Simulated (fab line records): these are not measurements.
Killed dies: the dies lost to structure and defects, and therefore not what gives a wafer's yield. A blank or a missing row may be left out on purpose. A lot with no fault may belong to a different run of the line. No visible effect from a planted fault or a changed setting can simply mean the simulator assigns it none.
fab line records	flow n5_finfet
record lots=6	wafers=18	last_day=17
route steps=1938 shown HKMG_FIN@407 BEOL_M4@1111 PASSIVATION@1936
lots that met no fault: taken from a fault-free run of the same line
start_h: hours from the record's first day to the start of the lot's first wafer shown	wait_h: how many hours have passed since the lot's step before this one	" same as the row above	L1.1+2: one row covering several wafers at once	- either no value or no given start	* or withheld: withheld	< > ~ a bound
route shown NAME@n: a module of which the file shows steps, and the number in the route of the first	usual: mean/standard deviation of fault-free wafers	same: alike in all rows	chamber/n: place in a boat	sites: readings site by site	_std_site: the standard deviation of these	_edge_site: outer sites' mean less inner sites'	radius_mm: how far each site lies from the wafer's centre	mask NAME#n: copy n	behind: tool/chamber where the wafer was last shaped	hold: why the lot was held/for how many hours/how that ended	device: which transistor (n, p or np) failed to switch	end of line: the route-end tests of the same wafers	where a step has no rows: the recipe by itself	killed: dies that structure and defects cost at the first sort, which is not the same as the wafer's yield	map: the dies of a wafer, with x for killed, . for not killed, _ for no die there
set.NAME: the setting as run; set.NAME@STEP: as run at that earlier step	model.NAME: the simulator's own value behind a step, which no gauge read
a table for each step, a row for each wafer; lots at some steps of the route
services: a tool's chamber out of use, with start hour (start_h, from the record's first day; less than 0 if before it), hours out, and reason
## steps
# step N5_HKMG_FIN_STRIP_93
# recipe chemistry=N2/H2	material=SOC	time_s=20	power_w=500	temp_c=40	pressure_mtorr=50	rf_frequency_hz=6e+07	bias_power_w=8	h2_frac=0.5	n2_flow_sccm=300	h2_flow_sccm=300
# usual drypump_motor_current_A=5.8/0.53	oes_product_au=0.79/0.066	rf_vpp_V=54.2/0.83	showerhead_plenum_p_Torr=3.36/0.083	throttle_valve_pct=19.0/0.47
lot.wafer	tool	chamber	start_h	wait_h	drypump_motor_current_A	oes_product_au	rf_hours_counter_h	rf_vpp_V	showerhead_plenum_p_Torr	throttle_valve_pct
L350.1	rie_diel-04	1	70.78	0.2	6.0	0.74	181	54.5	3.35	19.6
L350.4	"	2	"	"	6.2	0.96	12	53.0	3.29	18.5
L350.5	"	3	"	"	5.3	0.79	-	53.9	3.25	19.5
L353.1	rie_diel-04	2	91.83	0.2	6.1	0.93	20	53.7	3.29	18.6
L353.2	"	0	"	"	6.8	0.73	174	52.6	3.19	19.1
L353.4	"	1	"	"	6.0	0.73	189	54.8	3.34	19.6
L361.2	rie_diel-02	3	138.35	0.2	5.0	0.75	166	55.2	3.36	19.6
L361.4	"	2	"	"	5.9	0.77	161	55.3	3.48	18.8
L361.5	"	2	"	"	5.8	0.77	-	53.8	3.48	18.8
L363.1	rie_diel-02	2	154.22	0.2	5.9	0.77	167	54.4	3.48	18.8
L363.4	"	1	"	"	6.6	0.73	156	54.2	3.36	19.5
L363.6	"	2	"	"	5.9	0.76	-	53.9	3.48	18.8
L369.2	rie_diel-02	0	186.05	0.2	5.6	0.70	242	54.2	3.46	19.5
L369.4	"	3	"	"	5.1	0.74	184	54.9	3.35	19.6
L369.6	"	3	"	"	5.0	0.74	-	53.2	3.35	19.7
L370.2	rie_diel-01	1	191.45	0.2	5.5	0.81	76	54.2	3.40	18.6
L370.3	"	2	"	"	5.2	0.78	99	52.7	3.26	18.8
L370.6	"	1	"	"	5.5	0.80	-	53.8	3.40	18.6
# step N5_HKMG_FIN_WET_ETCH_76
# recipe chemistry=dNH4OH	mix=1:50	temp_c=25	target=Al2O3	stop_on=La2O3	target_depth_nm=2.25	dry=ipa_marangoni	rinse_time_s=30	rinse_temp_c=23
# step N5_HKMG_FIN_STRIP_60
# recipe chemistry=N2/H2	power_w=2500	temp_c=300	h2_frac=0.65	time_s=360	pressure_mtorr=withheld	n2_flow_sccm=1750	h2_flow_sccm=3250
# usual drypump_motor_current_A=5.6/0.56	heater_power_w=490/55
lot.wafer	tool	chamber	start_h	wait_h	drypump_motor_current_A	heater_power_w	rf_hours_counter_h
L350.1	plasma_asher-02	0	70.93	0.0	4.8	465	89
L350.4	"	1	"	"	5.6	470	-
L350.5	"	1	"	"	5.6	481	-
L353.1	plasma_asher-02	0	91.98	0.0	4.8	449	93
L353.2	"	1	"	"	5.6	463	93
L353.4	"	1	"	"	5.6	486	-
L361.2	plasma_asher-01	0	138.84	0.4	6.3	582	50
L361.4	"	0	"	"	6.2	587	-
L361.5	"	1	"	"	6.0	458	-
L363.1	plasma_asher-02	1	154.37	0.0	5.6	475	104
L363.4	"	1	"	"	5.6	471	-
L363.6	"	1	"	"	5.6	463	-
L369.2	plasma_asher-02	0	186.20	0.0	4.8	459	110
L369.4	"	0	"	"	4.8	472	-
L369.6	"	0	"	"	4.8	448	-
L370.2	plasma_asher-02	1	191.61	0.0	5.6	476	111
L370.3	"	1	"	"	5.6	481	-
L370.6	"	0	"	"	4.8	470	-
# step N5_HKMG_FIN_WET_ETCH_77
# recipe chemistry=dHCl	mix=1:10000	temp_c=25	target=La2O3	stop_on=HfO2	target_depth_nm=2
# step N5_HKMG_FIN_WET_ETCH_78
# recipe chemistry=dNH4OH	mix=1:50	temp_c=25	target=Al2O3	stop_on=La2O3	target_depth_nm=4.5	dry=ipa_marangoni	rinse_time_s=30	rinse_temp_c=23
# step N5_HKMG_FIN_ALD_79
# recipe material=TiN	target_thk_a=15	temp_c=400	ald_precursor_family=TiCl4	ald_co_reactant=NH3	pulse_time_s=1	purge_time_s=3	co_reactant_purge_time_s=2	co_reactant_pulse_time_s=2	ald_cycles=68	pressure_torr=3
# usual heater_power_w=829/85	precursor_pulse_height_rel=0.997/0.018	susceptor_temp_C=399.98/0.22
# same co_reactant_pulse_time_s=2
lot.wafer	tool	chamber	start_h	wait_h	heater_power_w	precursor_pulse_height_rel	susceptor_temp_C
L350.1	ald_metal-01	2	71.42	0.0	887	1.009	399.98
L350.4	"	3	"	"	626	0.995	399.95
L350.5	"	2	"	"	891	0.981	400.00
L353.1	ald_metal-02	3	92.47	0.0	866	1.028	399.94
L353.2	"	1	"	"	891	0.983	399.89
L353.4	"	0	"	"	899	0.995	400.01
L361.2	ald_metal-02	1	139.33	0.0	866	1.011	399.85
L361.4	"	0	"	"	892	0.992	399.88
L361.5	"	0	"	"	888	0.993	400.13
L363.1	ald_metal-01	0	154.86	0.0	931	1.008	399.89
L363.4	"	3	"	"	614	1.001	399.84
L363.6	"	3	"	"	612	1.011	399.78
L369.2	ald_metal-02	1	186.69	0.0	869	1.035	399.87
L369.4	"	0	"	"	900	0.984	399.54
L369.6	"	0	"	"	927	0.955	399.50
L370.2	ald_metal-03	1	192.10	0.0	835	0.990	399.56
L370.3	"	2	"	"	683	0.973	400.17
L370.6	"	3	"	"	811	0.980	400.13
# step N5_HKMG_FIN_CVD_62
# recipe material=a-Si	target_thk_a=30	temp_c=500	precursor=Si2H6	pressure_torr=1	time_s=20.8
# usual heater_power_w=1422/97	susceptor_temp_C=500.01/0.25
lot.wafer	tool	chamber	start_h	wait_h	heater_power_w	susceptor_temp_C
L350.1	thermal_cvd_si-01	2	71.78	0.2	1485	500.07
L350.4	"	2	"	"	1509	500.05
L350.5	"	0	"	"	1416	499.83
L353.1	thermal_cvd_si-02	0	92.83	0.2	1371	499.80
L353.2	"	1	"	"	1502	499.78
L353.4	"	1	"	"	1515	499.80
L361.2	thermal_cvd_si-02	2	139.69	0.2	1457	500.06
L361.4	"	1	"	"	1492	499.92
L361.5	"	0	"	"	1422	499.53
L363.1	thermal_cvd_si-02	2	155.22	0.2	1492	499.89
L363.4	"	0	"	"	1424	499.56
L363.6	"	2	"	"	1463	500.23
L369.2	thermal_cvd_si-02	2	187.05	0.2	1449	500.36
L369.4	"	0	"	"	1423	500.06
L369.6	"	1	"	"	1471	500.00
L370.2	thermal_cvd_si-01	0	192.46	0.2	1410	500.30
L370.3	"	2	"	"	1519	500.10
L370.6	"	1	"	"	1219	500.16
# step N5_HKMG_FIN_RTA_80
# recipe temp_c=withheld	time_s=2	ambient=N2	idle_temp_c=600	ramp_up_c_per_s=150	ramp_down_c_per_s=60	cool_to_c=600
# step N5_HKMG_FIN_PRECLEAN_64
# recipe chemistry=dHF	time_s=30	temp_c=25	dilution=withheld
# step N5_HKMG_FIN_WET_ETCH_65
# recipe chemistry=TMAH	temp_c=70	conc_wt_pct=5	target=a-Si	stop_on=TiN	time_s=49	target_depth_nm=3
# step N5_HKMG_FIN_WET_ETCH_81
# recipe chemistry=SC1	target=TiN	stop_on=HfO2	mix=1:1:5	temp_c=60	time_s=57	target_depth_nm=6
# step N5_HKMG_FIN_WET_ETCH_82
# recipe chemistry=dHCl	mix=1:10000	temp_c=25	target=La2O3	stop_on=HfO2	target_depth_nm=2	dry=ipa_marangoni	rinse_time_s=30	rinse_temp_c=23
# step N5_HKMG_FIN_ALD_36
# recipe material=TiN	target_thk_a=10	temp_c=400	ald_precursor_family=TiCl4	ald_co_reactant=NH3	pulse_time_s=1	purge_time_s=3	co_reactant_purge_time_s=2	co_reactant_pulse_time_s=2	ald_cycles=47	pressure_torr=3
# usual heater_power_w=821/88	precursor_pulse_height_rel=0.999/0.02	susceptor_temp_C=399.99/0.21
# same co_reactant_pulse_time_s=2
lot.wafer	tool	chamber	start_h	wait_h	heater_power_w	precursor_pulse_height_rel	susceptor_temp_C
L350.1	ald_metal-02	0	72.18	0.0	856	1.006	400.05
L350.4	"	1	"	"	863	0.997	399.91
L350.5	"	0	"	"	902	1.003	399.54
L353.1	ald_metal-01	3	93.33	0.0	611	1.015	400.13
L353.2	"	2	"	"	874	1.009	400.19
L353.4	"	1	"	"	835	1.012	400.23
L361.2	ald_metal-01	0	140.10	0.0	852	0.992	385.46
L361.4	"	1	"	"	752	0.997	385.51
L361.5	"	0	"	"	838	0.986	385.24
L363.1	ald_metal-01	2	155.86	0.0	806	0.974	385.17
L363.4	"	1	"	"	772	0.974	385.47
L363.6	"	3	"	"	575	0.970	385.44
L369.2	ald_metal-02	2	187.45	0.0	775	1.012	400.11
L369.4	"	0	"	"	879	0.995	400.56
L369.6	"	0	"	"	869	0.995	400.34
L370.2	ald_metal-02	2	192.99	0.0	778	0.973	400.03
L370.3	"	1	"	"	874	0.963	400.21
L370.6	"	2	"	"	796	1.023	400.09
# step N5_HKMG_FIN_THK_MEAS_70
# recipe thk_meas_gauge=xrf	reads=HfO2_of_HKMG_FIN_HK_ALD_01
# usual HK_THK=1.573/0.018
lot.wafer	tool	chamber	start_h	wait_h	HK_THK[nm]
L350.1	film_metro-01	-	72.46	0.2	1.566
L350.4	"	-	"	"	1.580
L350.5	"	-	"	"	1.589
L353.1	film_metro-01	-	93.61	0.2	1.573
L353.2	"	-	"	"	1.573
L353.4	"	-	"	"	1.580
L361.2	film_metro-01	-	140.38	0.2	1.601
L361.4	"	-	"	"	1.593
L361.5	"	-	"	"	1.578
L363.1	film_metro-01	-	156.14	0.2	1.576
L363.4	"	-	"	"	1.557
L363.6	"	-	"	"	1.575
L369.2	film_metro-02	-	187.73	0.2	1.534
L369.4	"	-	"	"	1.606
L369.6	"	-	"	"	1.612
L370.2	film_metro-02	-	193.27	0.2	1.564
L370.3	"	-	"	"	1.597
L370.6	"	-	"	"	1.576
# step N5_BEOL_M4_RC_MEAS_101
# usual DIBL_N=36.4/1.7	DIBL_P=36.4/2.1	IOFF_N=0.16/0.035	IOFF_P=0.21/0.035	ION_N=680/11	ION_P=465/6.8	SS_N=71.5/0.58	SS_P=73.2/0.72	VT_N=249/3.6	VT_P=-250/3.1
lot.wafer	tool	chamber	start_h	wait_h	DIBL_N[mV/V]	DIBL_P[mV/V]	IOFF_N[nA/um]	IOFF_P[nA/um]	ION_N[uA/um]	ION_P[uA/um]	SS_N[mV/dec]	SS_P[mV/dec]	VT_N[mV]	VT_P[mV]
L350.1	prober-02	0	179.95	0.0	36.9	33.9	0.14	0.15	669	454	71.6	73.0	252	-256
L350.4	"	0	"	"	37.0	34.7	0.13	0.17	674	463	71.0	72.5	253	-257
L350.5	"	0	"	"	36.3	34.0	0.13	0.16	675	455	71.1	73.0	253	-254
L353.1	prober-01	0	191.17	0.0	33.8	33.2	0.13	0.16	675	458	71.6	72.6	252	-253
L353.2	"	0	"	"	35.7	36.7	0.18	0.22	687	463	71.3	73.2	251	-249
L353.4	"	0	"	"	39.0	38.9	0.27	0.27	704	467	73.1	73.9	243	-246
L361.2	prober-02	0	233.23	0.2	38.1	39.4	0.18	0.21	674	458	71.9	73.7	248	-253
L361.4	"	0	"	"	35.0	36.0	0.14	0.16	674	458	71.0	72.9	251	-253
L361.5	"	0	"	"	35.5	35.8	0.13	0.16	674	459	70.5	74.0	253	-254
L363.1	prober-02	0	252.01	0.0	36.0	35.4	0.16	0.21	673	468	71.6	73.0	247	-247
L363.4	"	0	"	"	35.6	35.3	0.16	0.22	687	470	71.0	73.0	247	-249
L363.6	"	0	"	"	37.2	36.3	0.18	0.23	691	468	71.8	73.1	245	-249
L369.2	prober-01	0	296.90	0.2	40.0	37.8	0.22	0.26	697	471	72.5	74.2	245	-247
L369.4	"	0	"	"	36.0	32.5	0.14	0.18	663	458	71.5	72.3	251	-254
L369.6	"	0	"	"	36.9	34.8	0.17	0.21	686	470	71.1	73.2	246	-251
L370.2	prober-01	0	302.55	0.2	37.1	37.9	0.21	0.21	674	452	72.1	74.1	248	-253
L370.3	"	0	"	"	39.2	40.1	0.27	0.26	705	470	73.0	74.4	239	-249
L370.6	"	0	"	"	37.0	37.6	0.20	0.21	678	457	72.6	73.2	247	-251
# step N5_PASSIVATION_PROBE_49
# usual defect_limited_yield=91.3/1.4	killed_at_M0_to_M3=36/11	killed_at_M4_up=13/5.2	killed_at_contacts=13/6.5	killed_at_front_end=37/11	killed_at_other=3.6/2.9	killed_dies=103/17	killed_open=68/12	killed_short=33/7.3	sort_bin_5_function=5.2/0.91	sort_bin_6_memory=3.2/0.67	sort_n_pass=1077/17	sort_yield_pct=91.3/1.4
# same gross_dies=1180	killed_at_back_side=0	sort_bin_4_leakage[%]=0	sort_bin_8_speed[%]=0
lot.wafer	tool	chamber	start_h	wait_h	defect_limited_yield[%]	killed_at_M0_to_M3	killed_at_M4_up	killed_at_contacts	killed_at_front_end	killed_at_other	killed_dies	killed_open	killed_short	sort_bin_5_function[%]	sort_bin_6_memory[%]	sort_n_pass	sort_yield_pct[%]
L361.2	prober-01	-	337.51	0.1	90.4	35	8	28	36	6	113	79	32	5.7	3.6	1067	90.4
L361.4	prober-01	-	337.61	0.2	93.0	15	16	16	30	6	83	55	25	4.2	2.6	1097	93.0
L361.5	prober-01	-	337.66	0.2	94.0	20	16	19	14	2	71	51	20	3.7	2.1	1109	94.0
L363.1	prober-01	-	367.95	0.0	88.1	44	19	7	56	14	140	85	49	6.9	4.6	1040	88.1
L363.4	prober-01	-	368.10	0.2	89.8	32	19	9	55	5	120	62	43	5.8	3.3	1060	89.8
L363.6	prober-01	-	368.20	0.3	91.4	32	12	2	51	4	101	64	33	4.9	3.2	1079	91.4
L370.2	prober-02	-	409.71	0.1	89.2	42	19	15	47	4	127	89	37	7.0	3.7	1053	89.2
L370.3	prober-02	-	409.76	0.1	89.5	51	16	12	41	4	124	88	36	6.0	4.1	1056	89.5
L370.6	prober-02	-	409.91	0.3	90.8	44	18	10	33	3	108	71	36	5.9	2.7	1072	90.8
# killed by level:class
L361.2 MOL_CONTACT_COAG:geometric_particle:open=23 BEOL_M0_SAQP:geometric_particle:open=9 STI_FIN_REVEAL:geometric_particle:open=8 BEOL_M0_SAQP:geometric_particle:short=8 BEOL_M3:geometric_particle:open=8 DUMMY_GATE:geometric_particle:open=5 MOL_CONTACT_COAG:geometric_particle:short=5 FIN_SAQP:geometric_particle:open=4
L361.4 MOL_CONTACT_COAG:geometric_particle:open=15 STI_FIN_REVEAL:geometric_particle:open=4 GATE_CUT:geometric_particle:open=4 BEOL_M3:geometric_particle:open=4 BEOL_M5:geometric_particle:open=4 MIM_TOP_ETCH:geometric_particle:open=4 FIN_SAQP:geometric_particle:open=3 GATE_CUT:geometric_particle:short=3
L361.5 MOL_CONTACT_COAG:geometric_particle:open=14 BEOL_M4:geometric_particle:open=7 BEOL_M2:geometric_particle:open=6 MOL_CONTACT_COAG:geometric_particle:short=5 BEOL_M0_SAQP:geometric_particle:short=5 BEOL_M0_SAQP:geometric_particle:open=5 STI_FIN_REVEAL:geometric_particle:open=4 DUMMY_GATE:geometric_particle:open=2
L363.1 FIN_SAQP:geometric_particle:short=13 BEOL_M0_SAQP:geometric_particle:open=12 FIN_SAQP:geometric_particle:open=8 BEOL_M0_SAQP:geometric_particle:short=7 MOL_CONTACT_COAG:geometric_particle:open=7 BEOL_M2:geometric_particle:open=7 BEOL_M4:geometric_particle:short=6 PASS1_CAP:geometric_particle:open=6
L363.4 BEOL_M1:geometric_particle:open=12 FIN_SAQP:geometric_particle:short=10 HKMG_FIN:area_etch=8 FIN_SAQP:geometric_particle:open=7 STI_FIN_REVEAL:geometric_particle:open=7 MOL_CONTACT_COAG:geometric_particle:open=7 GATE_CUT:geometric_particle:short=7 BEOL_M4:geometric_particle:short=7
L363.6 FIN_SAQP:geometric_particle:open=9 DUMMY_GATE:geometric_particle:open=8 FIN_SAQP:geometric_particle:short=7 STI_FIN_REVEAL:geometric_particle:open=7 BEOL_M1:geometric_particle:open=7 BEOL_M0_SAQP:geometric_particle:short=5 BEOL_M0_SAQP:geometric_particle:open=5 BEOL_M0:geometric_particle:open=3
L370.2 FIN_SAQP:geometric_particle:short=12 MOL_CONTACT_COAG:geometric_particle:open=12 BEOL_M4:geometric_particle:open=12 FIN_SAQP:geometric_particle:open=10 BEOL_M0_SAQP:geometric_particle:open=10 BEOL_M2:geometric_particle:open=10 BEOL_M1:geometric_particle:open=8 GATE_CUT:geometric_particle:short=6
L370.3 MOL_CONTACT_COAG:geometric_particle:open=10 BEOL_M0_SAQP:geometric_particle:open=10 FIN_SAQP:geometric_particle:short=9 BEOL_M2:geometric_particle:open=9 BEOL_M3:geometric_particle:open=9 BEOL_M4:geometric_particle:open=9 STI_FIN_REVEAL:geometric_particle:open=8 FIN_SAQP:geometric_particle:open=7
L370.6 BEOL_M0_SAQP:geometric_particle:open=10 BEOL_M0_SAQP:geometric_particle:short=9 BEOL_M3:geometric_particle:open=9 MOL_CONTACT_COAG:geometric_particle:open=8 FIN_SAQP:geometric_particle:open=7 FIN_SAQP:geometric_particle:short=6 BEOL_M1:geometric_particle:open=5 BEOL_M2:geometric_particle:open=5
## services
tool	chamber	start_h	hours	kind
rie_diel-04	3	59.49	4.5	repair
rie_diel-02	3	62.52	4.2	repair
plasma_asher-02	-	74.47	0.4	repair
thermal_cvd_si-02	2	100.95	10.9	repair
ald_metal-03	-	131.28	14.6	pm
rie_diel-04	0	143.65	8.5	repair
ald_metal-02	-	153.04	1.9	repair
plasma_asher-02	-	176.14	4.9	repair
ald_metal-01	-	178.52	28.1	pm
thermal_cvd_si-02	-	182.01	1.7	repair
## key
first_sign step=N5_HKMG_FIN_ALD_36	reading=susceptor_temp_C	direction=down	sigmas=70	usual=*	struck=*
effect none on later readings
met_at N5_HKMG_FIN_ALD_36
struck_wafers L361.2,L361.4,L361.5,L363.1,L363.4,L363.6
onset_between 93.33 140.10
fault kind=process_parameter_drift	tool=ald_metal-01	chamber=-	onset_h=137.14	steps=N5_HKMG_FIN_ALD_36	channel=temp_c	offset=*	shape=step	end_h=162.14	acts_in=*	stated=*
